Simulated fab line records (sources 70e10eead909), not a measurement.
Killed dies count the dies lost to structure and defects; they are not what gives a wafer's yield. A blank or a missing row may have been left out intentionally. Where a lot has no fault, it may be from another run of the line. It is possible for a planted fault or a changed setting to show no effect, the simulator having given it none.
Which tool is to blame? | flow nandHarc | 12 lots with 36 wafers sampled at 4 steps, on a route of 1302 steps

WHAT EACH GAUGE READ, for each wafer
The record holds no reading of a measuring or inspecting step that can be judged against a usual standard deviation.

TOOL THAT RAN EACH LOT (tool first, then ch and the chambers of the sampled wafers, then the start)
lot  | NHARC_P_GATE_ETCH_32            | NHARC_P_GATE_STRIP_108            | NHARC_P_GATE_ALD_36              | NHARC_P_GATE_COAT_40
L412 | rieSi-03 ch 0,1,2, day 5 04:43  | rieDiel-04 ch 0,1,3, day 5 04:51  | aldSin-01 ch 0,2, day 5 05:29    | lithoTrack-05 ch 0, day 5 15:37
L414 | rieSi-01 ch 1,2,3, day 5 21:27  | rieDiel-08 ch 0,3, day 5 21:34    | aldSin-01 ch 0,1,2, day 6 00:19  | lithoTrack-03 ch 0, day 6 08:21
L418 | rieSi-03 ch 0,1, day 7 08:49    | rieDiel-04 ch 0,3, day 7 08:59    | aldSin-04 ch 0,1,2, day 7 10:40  | lithoTrack-02 ch 0, day 7 19:37
L421 | rieSi-01 ch 0,2,3, day 8 21:13  | rieDiel-03 ch 0,1,3, day 8 21:22  | aldSin-04 ch 3, day 8 22:00      | lithoTrack-03, day 9 14:22
L423 | rieSi-05 ch 0,1, day 9 19:33    | rieDiel-04 ch 2,3, day 9 19:41    | aldSin-01 ch 0,1, day 9 20:20    | lithoTrack-05, day 10 06:29
L424 | rieSi-05 ch 1,2,3, day 9 22:16  | rieDiel-03 ch 0,1,3, day 9 22:25  | aldSin-03 ch 0,2,3, day 9 23:03  | lithoTrack-02 ch 0, day 10 09:12
L426 | rieSi-05 ch 2,3, day 11 04:31   | rieDiel-03 ch 1,2,3, day 11 04:41 | aldSin-01 ch 0,1,2, day 11 05:19 | lithoTrack-05 ch 0, day 11 15:26
L427 | rieSi-03 ch 0,1, day 11 05:08   | rieDiel-03 ch 1,2,3, day 11 05:17 | aldSin-03 ch 0,2,3, day 11 08:04 | lithoTrack-03 ch 0, day 11 16:08
L429 | rieSi-05 ch 1,2,3, day 11 21:17 | rieDiel-04 ch 1,2,3, day 11 21:27 | aldSin-01 ch 0,1,2, day 12 01:14 | lithoTrack-02 ch 0, day 12 08:12
L432 | rieSi-05 ch 2,3, day 13 09:14   | rieDiel-03 ch 0,3, day 13 09:23   | aldSin-03 ch 1,2, day 13 10:01   | lithoTrack-03 ch 0, day 13 20:07
L433 | rieSi-01 ch 1,2,3, day 13 16:22 | rieDiel-04 ch 0,3, day 13 16:31   | aldSin-04 ch 0,1,2, day 13 19:15 | lithoTrack-03 ch 0, day 14 03:13
L434 | rieSi-05 ch 0,1,2, day 14 06:02 | rieDiel-08 ch 0,1,3, day 14 06:13 | aldSin-01 ch 1,3, day 14 07:52   | lithoTrack-05 ch 0, day 14 16:53
- NHARC_P_GATE_ETCH_32: etches the open film in HBr/Cl2, target depth 150 nm, time 100.1 s.
- NHARC_P_GATE_STRIP_108: strips in O2.
- NHARC_P_GATE_ALD_36: deposits SiNx, target thk 20 nm, pulse time 60 s, ald cycles 223.
- NHARC_P_GATE_COAT_40

AS READ BY THE TOOLS THEMSELVES (means over the sampled wafers that have a number; for cases with no such wafer, the mark the record gives instead)
NHARC_P_GATE_ETCH_32. Usual: chamberPressureMTorr 15.000 mTorr, standard deviation 0.013; drypumpMotorCurrentA 5.7 A, standard deviation 0.42; oesProductAu 1.001 a.u., standard deviation 0.012; throttleValvePct 26.405 %, standard deviation 0.009.
lot  | tool     | chamberPressureMTorr (mTorr) | drypumpMotorCurrentA (A) | oesProductAu (a.u.) | throttleValvePct (%) | flag
L412 | rieSi-03 | 14.993                       | 6.0                      | 1.009               | 26.404               | 
L414 | rieSi-01 | 15.007                       | 5.8                      | 0.997               | 26.408               | 
L418 | rieSi-03 | 15.003                       | 6.6                      | 1.008               | 26.407               | 
L421 | rieSi-01 | 15.008                       | 5.6                      | 0.996               | 26.405               | 
L423 | rieSi-05 | 15.012                       | 5.9                      | 1.004               | 26.405               | 
L424 | rieSi-05 | 14.999                       | 5.5                      | 1.003               | 26.398               | 
L426 | rieSi-05 | 14.998                       | 5.3                      | 1.001               | 26.400               | 
L427 | rieSi-03 | 14.983                       | 6.3                      | 0.992               | 26.402               | 
L429 | rieSi-05 | 14.989                       | 5.5                      | 1.007               | 26.402               | 
L432 | rieSi-05 | 14.991                       | 5.4                      | 1.001               | 26.410               | 
L433 | rieSi-01 | 14.996                       | 5.8                      | 1.011               | 26.406               | 
L434 | rieSi-05 | 14.997                       | 5.7                      | 0.999               | 26.396               | 

NHARC_P_GATE_STRIP_108. Usual: chamberPressureMTorr 59.99 mTorr, standard deviation 0.055; drypumpMotorCurrentA 5.8 A, standard deviation 0.49; oesProductAu 0.991 a.u., standard deviation 0.015; rfVppV 57.9 V, standard deviation 0.82; showerheadPlenumPTorr 3.53 Torr, standard deviation 0.12; throttleValvePct 17.037 %, standard deviation 0.0096.
lot  | tool       | chamberPressureMTorr (mTorr) | drypumpMotorCurrentA (A) | oesProductAu (a.u.) | rfVppV (V) | showerheadPlenumPTorr (Torr) | throttleValvePct (%) | flag
L412 | rieDiel-04 | 59.98                        | 6.0                      | 0.976               | 58.1       | 3.57                         | 17.038               | 
L414 | rieDiel-08 | 59.97                        | 6.3                      | 0.993               | 58.2       | 3.36                         | 17.035               | 
L418 | rieDiel-04 | 59.99                        | 5.9                      | 0.993               | 57.6       | 3.48                         | 17.039               | 
L421 | rieDiel-03 | 60.02                        | 5.3                      | 0.996               | 57.5       | 3.49                         | 17.032               | 
L423 | rieDiel-04 | 59.99                        | 5.7                      | 0.985               | 58.7       | 3.68                         | 17.048               | 
L424 | rieDiel-03 | 59.97                        | 5.3                      | 0.997               | 57.4       | 3.49                         | 17.034               | 
L426 | rieDiel-03 | 59.90                        | 5.5                      | 0.984               | 58.3       | 3.45                         | 17.019               | 
L427 | rieDiel-03 | 60.02                        | 5.6                      | 0.988               | 58.1       | 3.45                         | 17.041               | 
L429 | rieDiel-04 | 59.98                        | 5.9                      | 0.983               | 58.0       | 3.67                         | 17.042               | 
L432 | rieDiel-03 | 59.98                        | 4.9                      | 0.987               | 57.0       | 3.47                         | 17.042               | 
L433 | rieDiel-04 | 60.01                        | 5.8                      | 0.998               | 57.3       | 3.48                         | 17.033               | 
L434 | rieDiel-08 | 60.00                        | 6.1                      | 0.993               | 56.9       | 3.46                         | 17.028               | 

NHARC_P_GATE_ALD_36. Usual: heaterPowerW 855 W, standard deviation 83; precursorPulseHeightRel 0.998, standard deviation 0.019.
lot  | tool      | heaterPowerW (W) | precursorPulseHeightRel | flag
L412 | aldSin-01 | 798              | 1.008                   | 
L414 | aldSin-01 | 875              | 0.992                   | 
L418 | aldSin-04 | 894              | 0.999                   | 
L421 | aldSin-04 | 845              | 0.979                   | 
L423 | aldSin-01 | 883              | 1.011                   | 
L424 | aldSin-03 | 819              | 0.985                   | 
L426 | aldSin-01 | 866              | 1.011                   | 
L427 | aldSin-03 | 811              | 0.989                   | 
L429 | aldSin-01 | 883              | 1.010                   | 
L432 | aldSin-03 | 851              | 1.011                   | 
L433 | aldSin-04 | 884              | 1.008                   | 
L434 | aldSin-01 | 929              | 0.975                   | 

NHARC_P_GATE_COAT_40. Usual: chillPlateTempC 23.01 C, standard deviation 0.11; exhaustPa 45.0 Pa, standard deviation 0.93; spinSpeedRpm 2999.7 rpm, standard deviation 1.7.
lot  | tool          | chillPlateTempC (C) | exhaustPa (Pa) | spinSpeedRpm (rpm) | flag
L412 | lithoTrack-05 | 22.89               | 44.0           | 2999.7             | 
L414 | lithoTrack-03 | 22.89               | 44.9           | 2997.9             | 
L418 | lithoTrack-02 | 23.19               | 45.4           | 3000.2             | 
L421 | lithoTrack-03 | -                   | -              | -                  | OFF
L423 | lithoTrack-05 | -                   | -              | -                  | OFF
L424 | lithoTrack-02 | 22.94               | 45.7           | 2999.2             | 
L426 | lithoTrack-05 | 23.08               | 45.2           | 2999.9             | 
L427 | lithoTrack-03 | 22.99               | 44.7           | 3000.0             | 
L429 | lithoTrack-02 | 23.12               | 45.2           | 3003.4             | 
L432 | lithoTrack-03 | 23.14               | 44.7           | 2999.2             | 
L433 | lithoTrack-03 | 23.01               | 45.4           | 2999.5             | 
L434 | lithoTrack-05 | 22.99               | 44.9           | 3001.2             | 

THE ANSWER, worked out from the rows above alone
Rule: lot off if the mean of its wafers having a number is beyond 3 standard deviations from the usual mean. A lot without any number at a reading at which 4 lots or more have one is off too. The other lots that the step has rows for count as sound. Order of review: gauges by route order, followed by the tools' own readings, for which a lot's mean as printed above is used. The first step at which some lot is off is used, and at that step the reading that is off furthest; a lot without a number counts as furthest.
Off, at NHARC_P_GATE_COAT_40 on chillPlateTempC: L421, L423. Without a number there: L421, L423.
If a tool, at that step or one of the process steps before it, ran each lot that is off and ran no sound lot following the first of them, it fits. Not one of the candidates tried fits.

WHAT THE SIMULATOR HAD PUT IN
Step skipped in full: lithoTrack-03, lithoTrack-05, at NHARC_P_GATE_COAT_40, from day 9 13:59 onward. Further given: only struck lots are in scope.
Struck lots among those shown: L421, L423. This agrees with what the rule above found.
